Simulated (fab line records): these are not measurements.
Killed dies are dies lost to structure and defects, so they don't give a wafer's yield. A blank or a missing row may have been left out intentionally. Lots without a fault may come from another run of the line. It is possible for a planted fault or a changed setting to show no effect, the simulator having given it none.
2 desks looking at one fault    flow n5 finfet    each desk has only its own numbers; what lay behind them comes last

## DESK OF THE TOOL OWNER: ald sin-02
The tool's own readings at N5_SPACER0_ALD_00 (deposits SiOCN, target thk 3.5 nm, pulse time 3 s, purge time 2 s): means of the sampled wafers that have a number, for each lot that ran on this tool. Marked OUT: a lot whose mean sits more than 4 standard deviations from the usual mean, which makes it out of limits; the brackets give that distance.
Columns: A = heater power w at N5_SPACER0_ALD_00, usual 861 W; B = precursor pulse height rel at N5_SPACER0_ALD_00, usual 0.998; C = susceptor temp C at N5_SPACER0_ALD_00, usual 400.00 C
lot   first seen here  A    B      C
L110  day 4 21:05      878  0.996  399.83
L115  day 6 18:15      830  1.015  400.01
L117  day 7 00:29      842  0.979  400.15
This desk found nothing out of limits on any of the 3 lots.

## FROM THE METROLOGY DESK
Lot by lot, what the gauges showed, no matter which tool ran the lot: averages of those sampled wafers that carry a number. Marked OUT: a lot whose mean sits more than 4 standard deviations from the usual mean, which makes it out of limits; the brackets give that distance. 7 of its 19 readings are shown: the first one out of limits and those lying furthest out on some lot.
Columns: A = IOFF_N at N5_BEOL_M4_RC_MEAS_101, usual 0.16 nA/um; B = IOFF_N_85C at N5_BEOL_M4_RC_MEAS_101, usual 3.1 nA/um; C = IOFF_N_LIN at N5_BEOL_M4_RC_MEAS_101, usual 0.074 nA/um; D = IOFF_P at N5_BEOL_M4_RC_MEAS_101, usual 0.21 nA/um; E = IOFF_P_85C at N5_BEOL_M4_RC_MEAS_101, usual 3.6 nA/um; F = IOFF_P_LIN at N5_BEOL_M4_RC_MEAS_101, usual 0.099 nA/um; G = REXT_N at N5_BEOL_M4_RC_MEAS_101, usual 75.3 ohm.um
lot   first seen here  A                B               C                 D                E               F                 G
L110  day 9 13:07      0.15             2.9             0.072             0.20             3.6             0.099             75.4
L115  day 11 09:29     0.41 (+6.5) OUT  6.6 (+5.6) OUT  0.145 (+5.1) OUT  0.48 (+6.7) OUT  6.9 (+5.8) OUT  0.185 (+6.1) OUT  69.3
L117  day 12 04:19     0.49 (+8.8) OUT  7.3 (+6.8) OUT  0.162 (+6.3) OUT  0.55 (+8.6) OUT  7.8 (+7.3) OUT  0.212 (+8.1) OUT  70.6
L121  day 12 08:55     0.19             3.7             0.086             0.25             4.3             0.116             74.8
Finding of this desk: L115, L117 out of limits, first seen on L115 at day 11 09:29 (IOFF_N at N5_BEOL_M4_RC_MEAS_101). In limits: L110, L121.

## PUT TOGETHER
The metrology desk could have raised an alarm at day 11 09:29, on L115, L117.
The desk of the tool owner found nothing out of limits.
The tool owner's desk has L115, L117 on record, within its limits.
Every lot named ran N5_SPACER0_ALD_00 on ald sin-02.

## WHAT THE SIMULATOR HAD PUT IN
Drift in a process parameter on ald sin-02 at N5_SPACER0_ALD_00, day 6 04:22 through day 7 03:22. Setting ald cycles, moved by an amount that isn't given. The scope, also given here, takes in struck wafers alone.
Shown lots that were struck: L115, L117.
Per desk, hours elapsed from the start of the fault to the first reading out of limits: for the metrology desk, 125.
